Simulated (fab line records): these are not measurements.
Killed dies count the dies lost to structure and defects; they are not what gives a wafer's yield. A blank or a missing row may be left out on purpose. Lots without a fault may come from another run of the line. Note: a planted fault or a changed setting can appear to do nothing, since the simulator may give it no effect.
Which of the tools did it? -- flow nand-harc -- Sampling: 11 lots, 33 wafers, 5 of 1159 route steps

WHAT THE GAUGES SHOWED, per wafer
NHARC_P_M2_INSPECT_27.
lot,measured,on,raw-defect-count
L991,day 6 16:09,defect-inspect-02,218 186 187
L993,day 7 01:49,defect-inspect-01,351 589 375
L995,day 7 06:50,defect-inspect-02,278 220 247
L998,day 7 21:35,defect-inspect-02,273 446 542
L100,day 8 14:21,defect-inspect-01,367 385 384
L101,day 8 20:03,defect-inspect-02,298 213 220
L103,day 9 14:11,defect-inspect-02,578 763 507
L109,day 10 16:10,defect-inspect-01,483 202 262
L110,day 10 19:49,defect-inspect-01,179 334 260
L111,day 11 03:05,defect-inspect-02,255 432 353
L114,day 11 19:28,defect-inspect-02,211 320 385

NHARC_END_SORT_01.
lot,measured,on,defect-limited-yield (%),killed-at-array,killed-at-other,killed-at-periphery,killed-dies,killed-open,killed-short,sort_bin_2_pct (%),sort_bin_3_pct (%),sort_bin_4_pct (%),sort-n-pass,sort-rim-yield-pct (%),sort-yield-pct (%)
L100,day 21 22:28,prober-01,94.8 93.9 94.1,29 41 38,0 0 1,6 0 1,35 41 40,8 4 3,0 0 0,1.5 2.2 2.1,0.30 0.44 0.15,3.4 3.4 3.7,642 636 637,97.2 93.4 95.3,94.8 93.9 94.1
L101,day 21 17:04,prober-02,95.4 96.8 95.6,31 21 29,0 1 1,0 0 0,31 22 30,2 1 7,2 1 1,1.8 1.0 1.6,1.03 0.44 0,1.8 1.8 2.8,646 655 647,98.1 99.1 95.3,95.4 96.8 95.6
L103,day 22 09:53,prober-02,93.8 93.9 95.7,35 31 24,1 3 0,6 7 5,42 41 29,8 6 3,3 2 1,1.3 2.2 0.9,0 0.30 0,4.9 3.5 3.4,635 636 648,91.5 98.1 96.2,93.8 93.9 95.7
L111,day 25 01:14,prober-02,95.9 94.8 94.5,27 32 35,0 1 0,1 2 2,28 35 37,2 6 5,4 2 1,1.0 1.3 0.9,0.15 0.30 0.15,3.0 3.5 4.4,649 642 640,94.3 94.3 93.4,95.9 94.8 94.5

TOOL THAT RAN EACH LOT (tool first, then ch and the chambers of the sampled wafers, then the start)
lot,NHARC_P_BONDPAD_DESCUM_11,NHARC_P_BONDPAD_ETCH_12,NHARC_P_BONDPAD_STRIP_15
L991,"rie-diel-13 ch 1,2,3, day 6 18:01","rie-diel-13 ch 1,2, day 6 18:27 or earlier","rie-diel-13 ch 0,2,3, day 6 18:27"
L993,"rie-diel-01 ch 0,1,3, day 7 03:40","rie-diel-01 ch 1,2, day 7 04:04 or earlier","rie-diel-13 ch 2,3, day 7 04:04"
L995,"rie-diel-13 ch 0,1,2, day 7 09:00","rie-diel-13 ch 0,1,3, day 7 09:23 or earlier","rie-diel-13 ch 0,1,3, day 7 09:23"
L998,"rie-diel-13 ch 0,1, day 7 23:27","rie-diel-13 ch 2,3, day 7 23:50 or earlier","rie-diel-13 ch 0,2, day 7 23:50"
L100,"rie-diel-13 ch 1,2,3, day 8 16:55","rie-diel-13 ch 0,1,2, day 8 17:17 or earlier","rie-diel-13 ch 1,2,3, day 8 17:17"
L101,"rie-diel-13 ch 0,3, day 8 21:54","rie-diel-13 ch 2,3, day 8 22:23 or earlier","rie-diel-13 ch 0,1,3, day 8 22:23"
L103,"rie-diel-13 ch 0,1,3, day 9 16:11","rie-diel-13 ch 2,3, day 9 16:35 or earlier","rie-diel-13 ch 0,3, day 9 16:35"
L109,"rie-diel-13 ch 1,2,3, day 10 18:10","rie-diel-13 ch 1,2,3, day 10 18:34 or earlier","rie-diel-13 ch 0,1,3, day 10 18:34"
L110,"rie-diel-01 ch 1,2,3, day 10 21:43","rie-diel-01 ch 0,2, day 10 22:09 or earlier","rie-diel-13 ch 0,2,3, day 10 22:09"
L111,"rie-diel-13 ch 2,3, day 11 05:05","rie-diel-13 ch 0,2, day 11 05:28 or earlier","rie-diel-13 ch 0,3, day 11 05:28"
L114,"rie-diel-01 ch 0,2,3, day 11 21:35","rie-diel-01 ch 2,3, day 11 21:59 or earlier","rie-diel-01 ch 1,3, day 11 21:59"
- NHARC_P_BONDPAD_DESCUM_11: chemistry O2, time 3 s.
- NHARC_P_BONDPAD_ETCH_12: etches the open film in CHF3/O2, target depth 200 nm, time 100 s.
- NHARC_P_BONDPAD_STRIP_15: strips in O2.

AS READ BY THE TOOLS THEMSELVES (means over the sampled wafers that have a number; for cases with no such wafer, the mark the record gives instead)
NHARC_P_BONDPAD_DESCUM_11.
lot,tool,drypump-motor-current-A (A),oes-product-au (a.u.),rf-vpp-V (V),run-length-s (s),showerhead-plenum-p-Torr (Torr),throttle-valve-pct (%)
L991,rie-diel-13,5.58,1.007,57.5,23.8,1.87,11.314
L993,rie-diel-01,5.68,0.999,57.6,23.6,1.86,11.302
L995,rie-diel-13,5.67,0.992,58.3,24.1,1.89,11.309
L998,rie-diel-13,5.61,1.003,58.2,24.1,1.93,11.313
L100,rie-diel-13,5.58,0.998,58.3,23.9,1.87,11.314
L101,rie-diel-13,5.38,0.995,57.8,24.2,1.94,11.321
L103,rie-diel-13,5.51,0.997,58.2,24.2,1.93,11.308
L109,rie-diel-13,5.59,1.002,56.5,25.7,1.87,11.317
L110,rie-diel-01,5.68,0.993,57.2,23.9,1.79,11.302
L111,rie-diel-13,5.65,1.014,57.1,25.8,1.83,11.312
L114,rie-diel-01,5.78,1.009,57.3,23.6,1.84,11.308

NHARC_P_BONDPAD_ETCH_12.
lot,tool,drypump-motor-current-A (A),oes-product-au (a.u.),rf-vpp-V (V),showerhead-plenum-p-Torr (Torr),throttle-valve-pct (%)
L991,rie-diel-13,5.77,0.928,367.5,2.30,20.576
L993,rie-diel-01,5.49,0.974,367.5,2.27,20.573
L995,rie-diel-13,5.49,0.921,370.2,2.43,20.568
L998,rie-diel-13,5.49,0.933,369.6,2.37,20.571
L100,rie-diel-13,5.67,0.922,369.4,2.37,20.575
L101,rie-diel-13,5.46,0.934,369.5,2.37,20.571
L103,rie-diel-13,5.47,0.936,370.2,2.36,20.576
L109,rie-diel-13,5.59,0.968,369.1,2.35,20.573
L110,rie-diel-01,5.70,0.975,369.0,2.29,20.579
L111,rie-diel-13,5.75,0.930,368.9,2.32,20.575
L114,rie-diel-01,5.83,0.973,366.9,2.25,20.571

NHARC_P_BONDPAD_STRIP_15.
lot,tool,drypump-motor-current-A (A),oes-product-au (a.u.),rf-vpp-V (V),showerhead-plenum-p-Torr (Torr),throttle-valve-pct (%)
L991,rie-diel-13,5.56,1.007,57.5,3.50,17.035
L993,rie-diel-13,5.47,1.001,57.6,3.47,17.040
L995,rie-diel-13,5.49,0.996,57.1,3.56,17.042
L998,rie-diel-13,5.66,1.003,57.7,3.53,17.035
L100,rie-diel-13,5.59,0.998,57.3,3.46,17.034
L101,rie-diel-13,5.51,0.992,57.4,3.56,17.035
L103,rie-diel-13,5.42,1.001,58.9,3.58,17.038
L109,rie-diel-13,5.50,1.004,58.6,3.55,17.037
L110,rie-diel-13,5.56,1.000,57.8,3.50,17.041
L111,rie-diel-13,5.39,1.005,57.5,3.57,17.037
L114,rie-diel-01,5.78,1.001,57.2,3.35,17.037

THE ANSWER, worked out from the rows above alone
Rule: what is usual is taken from the lots themselves. Put in order of their means at a reading, lots are off if they are a third of the lots or fewer, leave a main group of 4 or more, and stand apart from it by a gap of 3 or more times the standard deviation of the main group's means; of several such gaps the widest counts. The tables above print the reading to a certain number of digits; a main group whose means all agree to those digits is not used. A lot without any number at a reading at which 4 lots or more have one is off too. Where the step has rows for the other lots, those lots are counted as sound. Order of review: gauges by route order, followed by the tools' own readings, for which a lot's mean as printed above is used. The first step at which some lot is off is used, and at that step the reading that is off furthest; a lot without a number counts as furthest.
Off at NHARC_P_BONDPAD_DESCUM_11 (run-length-s): L109, L111. Mean 23.9 s and standard deviation 0.22 in the main group.
If a tool, at that step or one of the process steps before it, ran each lot that is off and ran no sound lot following the first of them, it fits. One candidate fits, namely rie-diel-13 at NHARC_P_BONDPAD_DESCUM_11. A fault onset in the window from L103 (day 9 16:11, its last sound lot) to L109 (day 10 18:10, its first lot off) fits.
The tool's own readings at NHARC_P_BONDPAD_DESCUM_11 bear it out: on the lots that are off they differ by more than 5 times the standard deviation of the sound lots' means. run-length-s reads 25.8 s there against 23.9 s on the sound lots.

WHAT THE SIMULATOR HAD PUT IN
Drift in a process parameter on rie-diel-13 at NHARC_P_BONDPAD_DESCUM_11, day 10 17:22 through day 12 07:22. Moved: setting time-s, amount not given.
Struck lots among those shown: L109, L111. The rule given above showed the same thing.
